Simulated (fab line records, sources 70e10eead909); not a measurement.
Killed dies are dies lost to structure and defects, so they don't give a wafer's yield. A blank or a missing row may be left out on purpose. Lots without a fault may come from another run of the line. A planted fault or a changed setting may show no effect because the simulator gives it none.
Chamber matching | flow nand_harc | NHARC_P_M0_CMP_23 on cmp-04: 4 sister chambers
The step polishes, t overpolish 20 s, target thk 117.53 nm. 4 wafers are shown with their chamber, then 9 later ones without.

WAFERS WITH THEIR CHAMBER
wafer  | chamber | motor_current_A (A)
L083.5 | 1       | 11.5
L085.2 | 0       | 12.1
L085.3 | 2       | 12.1
L085.4 | 3       | 13.9

WAFERS WITHOUT THEIR CHAMBER
wafer  | motor_current_A (A)
L087.2 | 12.4
L087.3 | 12.3
L087.4 | 13.3
L088.2 | 13.5
L088.5 | 11.9
L088.6 | 11.7
L090.1 | 13.0
L090.3 | 11.8
L090.4 | 12.5

WHICH CHAMBER EACH WENT THROUGH
wafer  | from the rows above               | in truth
L087.2 | can't be placed: 0 or 2 or 1      | 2
L087.3 | can't be placed: 0 or 2 or 1      | 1
L087.4 | can't be placed: 3 or 0 or 2      | 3
L088.2 | 3                                 | 3
L088.5 | can't be placed: 0 or 2 or 1      | 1
L088.6 | can't be placed: 1 or 0 or 2      | 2
L090.1 | can't be placed: 0 or 2 or 3 or 1 | 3
L090.3 | can't be placed: 0 or 2 or 1      | 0
L090.4 | can't be placed: 0 or 2 or 1      | 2
Placed correctly: 1 of 9. Can't be placed from these rows: 8 (the true chamber is among the candidates in 8). Placed wrongly: 0.
How it was worked out, from the rows above alone: a wafer's distance from a chamber is the root of the sum, over the readings, of the square of ((its reading less the chamber's mean) divided by the reading's scatter). The wafer belongs to the nearest chamber; if the next one is less than 2 further off, it can't be placed. A chamber's mean is the mean of its shown wafers. The scatter: with one shown wafer a chamber, the root of the mean of the squares of how far each hidden wafer lies from its nearest shown one.
